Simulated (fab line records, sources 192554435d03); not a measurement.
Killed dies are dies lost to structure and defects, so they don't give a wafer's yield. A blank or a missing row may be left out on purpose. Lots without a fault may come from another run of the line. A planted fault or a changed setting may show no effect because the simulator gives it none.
Chamber matching | flow n5_finfet | N5_BEOL_M4_ETCH_64 on rie_diel-05: 4 sister chambers
The step etches SOC in N2/H2, target depth 75 nm, overetch 22.5 nm, time 121.9 s. 4 wafers are shown with their chamber, then 7 later ones without.

WAFERS WITH THEIR CHAMBER
wafer  | chamber | throttle_valve_pct (%)
L076.5 | 1       | 18.03
L080.5 | 3       | 18.00
L085.3 | 2       | 17.19
L085.4 | 0       | 17.76

WAFERS WITHOUT THEIR CHAMBER
wafer  | throttle_valve_pct (%)
L085.5 | 17.66
L094.2 | 17.24
L094.3 | 17.72
L094.6 | 17.58
L096.1 | 17.83
L096.3 | 17.57
L096.5 | 17.74

WHICH CHAMBER EACH WENT THROUGH
wafer  | from the rows above          | in truth
L085.5 | 0                            | 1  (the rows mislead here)
L094.2 | 2                            | 2
L094.3 | 0                            | 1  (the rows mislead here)
L094.6 | can't be placed: 0 or 2      | 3
L096.1 | can't be placed: 0 or 3 or 1 | 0
L096.3 | can't be placed: 0 or 2      | 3
L096.5 | 0                            | 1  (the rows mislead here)
Placed correctly: 1 of 7. Can't be placed from these rows: 3 (the true chamber is among the candidates in 1). Placed wrongly: 3.
How it was worked out, from the rows above alone: a wafer's distance from a chamber is the root of the sum, over the readings, of the square of ((its reading less the chamber's mean) divided by the reading's scatter). The wafer belongs to the nearest chamber; if the next one is less than 2 further off, it can't be placed. A chamber's mean is the mean of its shown wafers. The scatter: with one shown wafer a chamber, the root of the mean of the squares of how far each hidden wafer lies from its nearest shown one.
